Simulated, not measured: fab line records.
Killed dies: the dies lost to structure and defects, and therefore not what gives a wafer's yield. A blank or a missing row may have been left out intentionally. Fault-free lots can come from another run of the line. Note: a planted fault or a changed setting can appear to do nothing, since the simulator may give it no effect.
Comparing a struck lot with a sound one | flow n5-finfet | 36 steps out of a route of 1938
Sound: the wafers L773.1, L773.2, L773.6. Struck: wafer L784.6 (left out: L784.1, L784.4 of the same lot, which were not struck); the cause appears at the end.
Per side, at each step with rows, come the tool, then ch with its chambers, and then its first start. Under that, the readings that differ: sound wafers | struck wafers | difference of the means | sigmas: that difference in standard deviations of wafers without a fault.
alike: same words and numbers on both sides, and readings whose means sit less than 2 such deviations apart. not compared: any withheld reading, any reading some wafer has no value for, any bound like >300 that may hide the same value, and any number with overlapping values for which the record gives no deviation.
The two part at a step that has a row with sigmas, a row that says differs or no value, or rows on one side only. Numbers that don't overlap but have no deviation are shown without sigmas and don't part them. A reading missing from all wafers of one side parts the sides only when that side holds two or more wafers.

first, 7 steps without rows for these wafers: N5_SD_ACTIVATION_RTA_00 (time 0 s); N5_SD_ACTIVATION_LSA_01 (time 0.0008 s); N5_ILD0_LINER_00 (material SiNx, target thk 4 nm, pulse time 1 s, purge time 2 s); N5_ILD0_FCVD_FILL_01 (material SiO2 flowable, target thk 200 nm, time 328.3 s); N5_ILD0_CURE_02 (time 1800 s); N5_ILD0_CMP_03 (polishes, stops on SiNx, t overpolish 1.9 s, target thk 197.38 nm); N5_ILD0_CMP_07 (polishes SiO2 flowable, stops on poly-Si, t overpolish 1.18 s, target thk 138.88 nm).
N5_ILD0_PRECLEAN_10: cleans in NF3:NH3, afs cycles 5, time 20 s, sublimation time 60 s.
  sound on remote-plasma-02 ch 0, day 5 05:52; struck on remote-plasma-02 ch 1, day 7 20:58
  reading                                              | sound           | struck | difference | sigmas
  time-s (s)                                           | 20 20 20        | 12.982 | -7.018     |
  model.SiO2_flowable_of_ILD0_FCVD_FILL_01.thk-nm (nm) | 119 118.6 118.6 | 125.8  | +7.1       |
  alike: temp-c
then, 24 steps without rows for these wafers: N5_ILD0_ALD_15 (deposits SiNx, target thk 24 nm, pulse time 1 s, ald cycles 480); N5_ILD0_CMP_12 (polishes SiNx, stops on poly-Si, t overpolish 6 s, target thk 17.67 nm); N5_SDB_HM_DEP_00 (deposits SiNx from SiH4/NH3/N2, target thk 40 nm, time 35.3 s); N5_SDB_COAT_03 (time 60 s, resist thk 100 nm); N5_SDB_COAT_04 (time 60 s, resist thk 18 nm); N5_SDB_COAT_05 (resist thk 90 nm); N5_SDB_EBR_07; N5_SDB_SOFTBAKE_06 (time 60 s); N5_SDB_EXPOSE_08 (exposes mask SDB); N5_SDB_PEB_09 (peb time 60 s); N5_SDB_DEVELOP_10 (develop time 30 s); N5_SDB_DESCUM_16 (chemistry O2, time 7.9 s); N5_SDB_ETCH_17 (etches SiARC in CF4, target depth 23.4 nm, time 39 s); N5_SDB_ETCH_18 (etches SOC in N2/H2, target depth 100 nm, overetch 20 nm, time 150 s); N5_SDB_STRIP_19 (strips in N2/H2); N5_SDB_STRIP_21 (strips in CF4); N5_SDB_HM_OPEN_20 (chemistry CH3F/O2, target SiNx, stops on poly-Si, target depth 24 nm); N5_SDB_STRIP_22 (strips in N2/H2); N5_SDB_PRECLEAN_23 (cleans in dHF, time 30 s); N5_SDB_DUMMY_REMOVE_24 (chemistry TMAH, target poly-Si, stops on SiO2, target depth 142 nm, time 57 s, rinse time 30 s); N5_SDB_ETCH_25 (etches SiO2 in C4F6/O2, target depth 10 nm, time 3.3 s); N5_SDB_CUT_ETCH_26 (etches Si in HBr/Cl2/O2, target depth 129.6 nm, bt time 20 s, time 51.8 s); N5_SDB_PRECLEAN_38 (cleans in dHF, time 10 s); N5_SDB_PRECLEAN_39 (cleans in O3/DIW, time 45 s).
N5_GATE_CUT_THK_MEAS_24:
  struck on film-metro-01, day 8 22:44; sound on film-metro-02, day 6 06:27
  reading          | sound             | struck | difference | sigmas
  GC_FILL_THK (nm) | 216.9 217.1 218.7 | 224.2  | +6.6       | +3
N5_MOL_CONTACT_COAG_WET_ETCH_116: etches the open film in SC1-inhibited, target depth 4.6 nm, rinse time 30 s.
  sound on wet-bench-02 ch 3,4,7, day 6 14:46; struck on wet-bench-04 ch 1, day 9 07:53
  reading                                              | sound             | struck | difference | sigmas
  model.SiO2_flowable_of_ILD0_FCVD_FILL_01.thk-nm (nm) | 110.8 110.6 110.6 | 117.2  | +6.5       |
-- here the record skips 3 days between the struck wafers' starts before and after, leaving off in module MOL_CONTACT_COAG and picking up in module BEOL_M4 (first step shown: number 1111 of the route) --
N5_BEOL_M4_RC_MEAS_101:
  sound on prober-02 ch 0, day 9 11:56; struck on prober-02 ch 0, day 11 20:59
  reading       | sound          | struck | difference | sigmas
  SS_P (mV/dec) | 72.5 72.5 73.3 | 74.3   | +1.5       | +2
  alike: DIBL_N, DIBL_P, IOFF_N, IOFF_P, ION_N, ION_P, SS_N, VT_N, VT_P
-- the record jumps here: 4 days lie between the struck wafers' starts before and after (it left off in module BEOL_M4 and takes up again in module PASSIVATION, whose first step shown is number 1936 of the route) --
N5_PASSIVATION_PROBE_49:
  struck on prober-01, day 16 07:34; sound on prober-01, day 13 21:16
  reading            | sound   | struck | difference | sigmas
  killed-at-contacts | 21 9 24 | 3      | -15        | -3
  alike: defect-limited-yield, killed_at_M0_to_M3, killed_at_M4_up, killed-at-front-end, killed-at-other, killed-dies, killed-on-rim, killed-open, killed-short, sort_bin_5_function, sort_bin_6_memory, sort-n-pass, sort-yield-pct

== WHERE THEY PART ==
Last at N5_PASSIVATION_PROBE_49 as far as this record goes, first at N5_GATE_CUT_THK_MEAS_24.

WHY: what had been put in by the simulator
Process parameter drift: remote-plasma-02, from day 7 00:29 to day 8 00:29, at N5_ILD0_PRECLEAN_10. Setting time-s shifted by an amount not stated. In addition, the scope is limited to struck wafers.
